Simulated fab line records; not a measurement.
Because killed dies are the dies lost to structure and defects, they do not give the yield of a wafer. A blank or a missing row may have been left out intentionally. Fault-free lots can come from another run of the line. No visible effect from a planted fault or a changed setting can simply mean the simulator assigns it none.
Which of the tools did it? ; flow nand_harc ; at 1 step of a route of 1302, 12 lots with 36 wafers sampled

## WHAT THE GAUGES READ, wafer by wafer
NHARC_P_ZERO_WELL_INSPECT_43.
lot;measured;on;raw_defect_count
L075;day 2 14:32;defect_inspect-01;5 12 3
L077;day 3 09:31;defect_inspect-01;16 9 13
L079;day 4 05:34;defect_inspect-02;19 9 10
L081;day 5 05:46;defect_inspect-01;10 15 16
L083;day 5 21:34;defect_inspect-02;5 3 2
L085;day 6 17:28;defect_inspect-02;7 6 7
L087;day 7 14:17;defect_inspect-02;9 10 8
L089;day 8 09:23;defect_inspect-02;12 6 11
L091;day 9 05:49;defect_inspect-01;6 12 12
L093;day 10 01:45;defect_inspect-01;21 6 11
L095;day 10 23:23;defect_inspect-02;9 20 17
L097;day 11 17:30;defect_inspect-02;17 17 17

## TOOL THAT RAN EACH LOT (tool first, then ch and the chambers of the sampled wafers, then the start)
There is no process step in the record ahead of these readings.

## THE ANSWER, worked out from the rows above alone
Rule: the usual values come from the lots themselves. The widest of any qualifying gaps counts: lots, ordered by their means at a reading, are off when they make up no more than a third of the lots, leave a main group of 4 or more, and stand apart from it by 3 or more times the standard deviation of that group's means. If all means in a main group match to the digits the tables above print for the reading, that group is not used. Also off: a lot with no number at a reading for which 4 or more lots have one. The other lots that the step has rows for count as sound.
Nothing can be told from this: no lot is off at any reading shown.

## WHAT THE SIMULATOR PUT IN
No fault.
